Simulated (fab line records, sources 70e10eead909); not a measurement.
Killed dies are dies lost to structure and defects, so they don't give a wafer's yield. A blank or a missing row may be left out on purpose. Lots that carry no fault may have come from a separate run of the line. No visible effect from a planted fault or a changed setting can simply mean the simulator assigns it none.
fab line records    flow nand_harc
record lots=6  wafers=18  last_day=33
route steps=1302 shown THIN_TSV@1250 END@1302
lots that met no fault: taken from a fault-free run of the same line
start_h: the number of hours between the record's first day and the start of the first shown wafer of the lot    wait_h: hours since the lot's step before    " same as the row above    L1.1+2: a single row standing in for several wafers    - no value present, or no start provided    * or withheld: withheld    < > ~ a bound
route shown NAME@n: names a module that has steps shown in the file, with the first one's number in the route    usual: average and standard deviation across the fault-free wafers    same: alike in all rows    chamber/n: place in a boat    sites: per-site readings    _std_site: standard deviation across them    _edge_site: mean of outer sites minus mean of inner sites    radius_mm: how far each site lies from the wafer's centre    mask NAME#n: copy n    behind: tool/chamber where the wafer was last shaped    hold: the reason the lot was held/the length of the hold in hours/how it ended    device: which transistor (n, p or np) failed to switch    end of line: the route-end tests of the same wafers    a step given without rows: its recipe and nothing more    killed: dies lost to structure and defects at the first sort, not the wafer's yield    map: a wafer's dies, marking killed ones x, the rest . and places with no die _
set.NAME: the run value of the setting; set.NAME@STEP: its run value at that earlier step    model.NAME: the simulator's own value behind a step, which no gauge read
certain route steps with their lots: each step a table, each wafer a row
services: when a tool's chamber went out of use (start_h, in hours from the record's first day, below 0 if earlier), for how many hours, and the reason
## steps
# step NHARC_THIN_TSV_DEP_43
# recipe target_thk_a=13285  temp_c=withheld  pressure_torr=6.5  rf_w=900  teos_flow_sccm=161.4  flow_sccm=2650  target_thk_nm=1328.5  gas=O2  material=SiO2
# usual chamber_pressure_Torr=6.499/0.013  flow_sccm=2650/7.2  throttle_valve_pct=16.0/0.65
lot.wafer  tool      chamber  start_h  wait_h  chamber_pressure_Torr  flow_sccm  throttle_valve_pct
L467.2     pecvd-02  1        608.39   -       6.503                  2655       16.3
L467.4     "         2        "        "       6.488                  2652       15.0
L467.5     "         0        "        "       6.511                  2651       15.7
L477.2     pecvd-03  1        690.69   -       6.466                  2633       16.0
L477.4     "         2        "        "       6.478                  2656       15.0
L477.5     "         1        "        "       6.496                  2639       15.9
L478.1     pecvd-03  2        695.02   -       6.503                  2647       14.8
L478.6     "         0        "        "       6.510                  2642       16.0
L478.4     "         2        "        "       6.499                  2649       14.9
L480.3     pecvd-02  1        727.19   -       6.506                  2636       16.4
L480.1     "         2        "        "       6.501                  2650       15.8
L480.4     "         1        "        "       6.488                  2649       15.9
L485.3     pecvd-01  0        770.37   -       6.493                  2644       17.0
L485.4     "         0        "        "       6.503                  2641       17.3
L485.6     "         1        "        "       6.485                  2652       16.3
L486.2     pecvd-01  0        778.65   -       6.504                  2659       17.6
L486.1     "         1        "        "       6.488                  2646       16.3
L486.6     "         2        "        "       6.481                  2652       15.2
# step NHARC_THIN_TSV_DEHYDRATE_04
# recipe temp_c=150  time_s=120
# step NHARC_THIN_TSV_HMDS_05
# recipe time_s=30
# step NHARC_THIN_TSV_COAT_06
# recipe spin_rpm=*
# step NHARC_THIN_TSV_SOFTBAKE_07
# recipe temp_c=122  time_s=95
# step NHARC_THIN_TSV_EBR_08
# step NHARC_THIN_TSV_EXPOSE_09
# recipe na=0.55  dose_mj=30.7  mask_id=TSV
# step NHARC_THIN_TSV_PEB_10
# recipe peb_temp_c=118  peb_time_s=85
# step NHARC_THIN_TSV_DEVELOP_11
# recipe time_s=70
# step NHARC_THIN_TSV_CD_MEAS_12
# recipe target_cd_nm=1000  landing_energy_ev=500
# usual cd_nm=999.8/2.1
# same landing_energy_ev=500
lot.wafer  tool       chamber  start_h  wait_h  cd_nm
L467.2     cd_sem-03  0        609.24   -       996.0
L467.4     "          0        "        "       1000.3
L467.5     "          0        "        "       1002.4
L477.2     cd_sem-01  0        691.43   -       999.8
L477.4     "          0        "        "       1001.6
L477.5     "          0        "        "       1001.9
L478.1     cd_sem-01  0        695.77   -       1003.1
L478.4     "          0        "        "       1001.0
L478.6     "          0        "        "       999.4
L480.1     cd_sem-02  0        728.02   -       1000.0
L480.3     "          0        "        "       1000.9
L480.4     "          0        "        "       996.6
L485.3     cd_sem-01  0        771.21   -       1001.2
L485.4     "          0        "        "       998.4
L485.6     "          0        "        "       999.9
L486.1     cd_sem-03  0        779.44   -       1003.7
L486.2     "          0        "        "       1001.8
L486.6     "          0        "        "       999.6
# step NHARC_THIN_TSV_HARDBAKE_13
# recipe temp_c=125  time_s=80
# step NHARC_THIN_TSV_DESCUM_14
# recipe time_s=3  o2_flow_sccm=200  ar_flow_sccm=0  bias_power_w=0  chemistry=O2
# usual drypump_motor_current_A=5.5/0.48  mfc_ar_sccm=0.008/0.012  oes_product_au=0.997/0.013  rf_vpp_V=57.8/0.86  showerhead_plenum_p_Torr=1.92/0.083  throttle_valve_pct=11.312/0.01
lot.wafer  tool         chamber  start_h  wait_h  drypump_motor_current_A  mfc_ar_sccm  oes_product_au  rf_hours_counter_h  rf_vpp_V  showerhead_plenum_p_Torr  throttle_valve_pct
L467.2     rie_diel-10  0        609.41   -       5.1                      0            1.003           0                   57.8      1.88                      11.293
L467.4     "            1        "        "       5.9                      0.020        0.989           0                   57.1      1.88                      11.299
L467.5     "            2        "        "       5.1                      0            0.988           -                   56.8      2.06                      11.317
L477.2     rie_diel-09  1        691.59   -       5.8                      0.041        0.991           0                   58.2      1.98                      11.310
L477.4     "            3        "        "       5.6                      0            1.024           0                   57.6      1.97                      11.289
L477.5     "            2        "        "       6.2                      0            0.969           -                   57.0      1.78                      11.312
L478.1     rie_diel-09  2        695.93   -       6.2                      0            0.990           0                   58.0      1.78                      11.318
L478.4     "            0        "        "       5.0                      0.011        1.017           1                   57.5      1.81                      11.305
L478.6     "            2        "        "       6.2                      0            0.987           -                   57.2      1.78                      11.325
L480.3     rie_diel-10  1        728.18   -       5.9                      0.020        1.003           9                   57.6      1.87                      11.312
L480.1     "            3        "        "       6.4                      0.001        0.996           10                  56.0      1.84                      11.331
L480.4     "            0        "        "       5.1                      0            0.991           9                   57.8      1.88                      11.311
L485.3     rie_diel-02  3        771.37   -       5.3                      0.014        1.008           0                   59.5      1.99                      11.310
L485.4     "            0        "        "       5.2                      0.003        1.018           0                   58.4      1.99                      11.282
L485.6     "            3        "        "       5.2                      0.014        1.004           -                   59.0      1.98                      11.323
L486.2     rie_diel-09  0        779.61   -       5.0                      0.011        0.991           5                   58.2      1.81                      11.321
L486.1     "            1        "        "       5.8                      0.041        0.995           5                   58.6      1.98                      11.324
L486.6     "            3        "        "       5.6                      0            0.998           -                   57.4      1.97                      11.302
# step NHARC_THIN_TSV_ETCH_44
# recipe target_depth_a=15942  time_s=797.1  cf4_flow_sccm=150  o2_flow_sccm=10  ar_flow_sccm=0  rf_w=300  bias_w=800  chemistry=CF4/O2
# usual bias_w=800.0/2.4  drypump_motor_current_A=5.5/0.46  mfc_ar_sccm=0.008/0.012  oes_product_au=0.998/0.012  rf_fwd_power_W=299.8/0.89  rf_vpp_V=795/4.5  showerhead_plenum_p_Torr=1.84/0.072  throttle_valve_pct=16.913/0.0091
lot.wafer  tool         chamber  start_h  wait_h  bias_w  drypump_motor_current_A  mfc_ar_sccm  oes_product_au  rf_fwd_power_W  rf_hours_counter_h  rf_vpp_V  showerhead_plenum_p_Torr  throttle_valve_pct
L467.4     rie_diel-10  1        609.59   0.2     795.2   5.9                      0.020        0.990           299.5           0                   792       1.80                      16.906
L467.2     "            2        "        "       799.3   5.2                      0            1.000           299.3           0                   802       1.96                      16.900
L467.5     "            3        "        "       796.6   6.4                      0.001        0.993           298.4           -                   791       1.77                      16.914
L477.4     rie_diel-09  2        691.79   0.2     797.4   6.2                      0            1.044           335.0           0                   786       1.71                      16.921
L477.2     "            3        "        "       795.7   5.6                      0            1.094           334.7           0                   798       1.88                      16.931
L477.5     "            0        "        "       799.6   4.9                      0.011        1.083           337.1           -                   788       1.74                      16.914
L478.4     rie_diel-09  1        696.02   0.1     802.2   5.8                      0.041        1.078           334.6           1                   798       1.89                      16.913
L478.1     "            3        "        "       801.4   5.6                      0            1.113           334.4           1                   798       1.88                      16.914
L478.6     "            2        "        "       799.2   6.2                      0            1.052           334.9           -                   787       1.71                      16.916
L480.3     rie_diel-10  0        728.27   0.1     798.9   5.2                      0            0.994           301.1           9                   793       1.80                      16.935
L480.1     "            1        "        "       799.8   5.9                      0.020        1.001           300.5           9                   794       1.80                      16.898
L480.4     "            2        "        "       798.6   5.2                      0            0.997           299.6           9                   803       1.96                      16.920
L485.4     rie_diel-02  0        771.50   0.1     800.9   5.3                      0.003        1.009           299.3           0                   798       1.90                      16.915
L485.3     "            2        "        "       803.4   4.9                      0            0.974           298.9           0                   799       1.90                      16.911
L485.6     "            0        "        "       800.0   5.3                      0.003        1.012           299.5           -                   799       1.90                      16.907
L486.2     rie_diel-09  3        779.74   0.1     802.5   5.6                      0            1.014           300.4           5                   796       1.88                      16.913
L486.1     "            1        "        "       800.6   5.8                      0.041        0.989           298.2           5                   797       1.89                      16.911
L486.6     "            2        "        "       804.2   6.2                      0            0.980           298.4           -                   785       1.71                      16.890
# step NHARC_THIN_TSV_ETCH_15
# recipe target_depth_a=30000  bosch_target_overetch_cycles=2  bosch_etch_step_s=2.8  bosch_dep_step_s=1.2  bosch_cycles=14
# usual drypump_motor_current_A=5.59/0.3
lot.wafer  tool       chamber  start_h  wait_h  drypump_motor_current_A  rf_hours_counter_h
L467.2     rie_si-02  2        610.08   -       5.74                     0.87
L467.4     "          3        "        "       6.04                     -
L467.5     "          0        "        "       5.69                     -
L477.4     rie_si-05  1        692.27   -       5.64                     0.17
L477.2     "          2        "        "       5.27                     0.18
L477.5     "          0        "        "       6.26                     -
L478.1     rie_si-02  1        696.60   -       5.50                     0.39
L478.4     "          2        "        "       5.69                     0.32
L478.6     "          1        "        "       5.48                     -
L480.3     rie_si-04  0        728.85   -       5.51                     0.11
L480.1     "          1        "        "       5.44                     0.08
L480.4     "          2        "        "       5.62                     0.08
L485.3     rie_si-04  1        772.03   -       5.43                     0.25
L485.4     "          2        "        "       5.62                     0.32
L485.6     "          0        "        "       5.53                     -
L486.2     rie_si-05  2        780.25   -       5.26                     0.72
L486.1     "          1        "        "       5.67                     0.83
L486.6     "          3        "        "       5.32                     -
# step NHARC_END_SORT_01
# recipe temp_c=25
# usual defect_limited_yield=91/3.1  killed_at_array=54/21  killed_at_other=0.9/1.1  killed_at_periphery=3.5/2.5  killed_dies=58/21  killed_open=3.3/1.9  killed_short=2.6/1.8  sort_bin_2_pct=3.0/1.4  sort_bin_3_pct=0.6/0.41  sort_bin_4_pct=4.9/1.7  sort_n_pass=619/21  sort_rim_yield_pct=92/4  sort_yield_pct=91/3.1
# same gross_dies=677  sort_bin_5_pct[%]=0  sort_bin_6_pct[%]=0  sort_bin_7_pct[%]=0  sort_bin_8_pct[%]=0  sort_rim_n_gross=106.00
lot.wafer  tool       chamber  start_h  wait_h  defect_limited_yield[%]  killed_at_array  killed_at_other  killed_at_periphery  killed_dies  killed_open  killed_short  sort_bin_2_pct[%]  sort_bin_3_pct[%]  sort_bin_4_pct[%]  sort_n_pass  sort_rim_yield_pct[%]  sort_yield_pct[%]
L467.2     prober-02  0        623.55   2.8     86                       91               1                3                    95           2            6             5.2                0.9                8.0                582          85                     86
L467.4     prober-02  0        625.15   3.4     86                       88               1                3                    92           4            5             5.3                1.3                6.9                585          90                     86
L467.5     prober-02  0        625.95   3.7     83                       111              1                1                    113          4            3             5.8                1.0                9.9                564          89                     83
L478.4     prober-01  0        715.65   3.4     91                       54               1                6                    61           3            1             3.5                0.6                4.9                616          92                     91
# killed by level:class
L467.2 A_SLIT:chamber_film_flake=26 A_CHANNEL_HOLE_D1:chamber_film_flake=25 A_CHANNEL_HOLE_D2:chamber_film_flake=20 A_CONTACT:chamber_film_flake=7 A_CHANNEL_FILL_D1:geometric_particle:short=3 A_DECK1_JOINT:geometric_particle:short=2 P_M2:chamber_film_flake=2 A_DECK1_JOINT:chamber_film_flake=2
L467.4 A_CHANNEL_HOLE_D1:chamber_film_flake=29 A_CHANNEL_HOLE_D2:chamber_film_flake=24 A_SLIT:chamber_film_flake=16 A_CONTACT:chamber_film_flake=7 A_STAIRCASE:chamber_film_flake=2 A_DECK1_JOINT:chamber_film_flake=2 P_GATE:geometric_particle:open=1 P_M0:geometric_particle:open=1
L467.5 A_CHANNEL_HOLE_D2:chamber_film_flake=33 A_CHANNEL_HOLE_D1:chamber_film_flake=32 A_SLIT:chamber_film_flake=27 A_CONTACT:chamber_film_flake=6 A_CHANNEL_FILL_D2:chamber_film_flake=3 A_DECK1_JOINT:geometric_particle:open=2 A_STAIRCASE:chamber_film_flake=2 P_M0:geometric_particle:open=1
L478.4 A_SLIT:chamber_film_flake=24 A_CHANNEL_HOLE_D2:chamber_film_flake=9 A_CHANNEL_HOLE_D1:chamber_film_flake=8 A_STAIRCASE:chamber_film_flake=3 P_BONDPAD:chamber_film_flake=2 A_ZERO_WELL:chamber_film_flake=2 A_CHANNEL_FILL_D2:chamber_film_flake=2 A_CONTACT:chamber_film_flake=2
## services
tool         chamber  start_h  hours  kind
pecvd-02     -        589.15   13.0   pm
rie_diel-10  -        596.50   9.0    pm
rie_si-02    3        605.48   3.4    repair
rie_si-02    1        606.51   15.9   repair
rie_si-05    2        614.91   3.5    repair
rie_diel-09  2        616.52   14.2   repair
rie_si-02    -        631.00   9.0    pm
rie_si-04    2        643.43   8.5    repair
rie_diel-09  1        650.24   4.6    repair
pecvd-03     -        651.34   0.7    repair
rie_si-05    -        659.00   9.0    pm
rie_diel-09  3        662.59   11.6   repair
rie_diel-09  -        674.16   9.0    pm
pecvd-01     -        681.27   13.0   pm
pecvd-02     1        684.03   18.9   repair
rie_si-02    -        690.14   0.4    repair
rie_si-04    -        696.00   9.0    pm
pecvd-02     -        716.23   2.9    repair
pecvd-03     -        728.24   13.0   pm
rie_diel-02  2        741.10   4.7    repair
rie_diel-02  -        747.70   9.0    pm
pecvd-03     1        756.05   10.2   repair
pecvd-02     -        770.15   13.0   pm
rie_diel-10  -        773.50   9.0    pm
## key
first_sign step=NHARC_THIN_TSV_ETCH_44  reading=rf_fwd_power_W  direction=up  sigmas=40  usual=*  struck=*
effect step=NHARC_THIN_TSV_ETCH_44  reading=oes_product_au  direction=up  sigmas=6.4  usual=0.998  struck=1.078
met_at NHARC_THIN_TSV_ETCH_44
struck_wafers L477.2,L477.4,L477.5,L478.1,L478.4,L478.6
fault kind=process_parameter_drift  tool=rie_diel-09  chamber=-  onset_h=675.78  steps=NHARC_THIN_TSV_ETCH_44  channel=rf_w  offset=*  shape=step  end_h=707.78  acts_in=*  stated=*
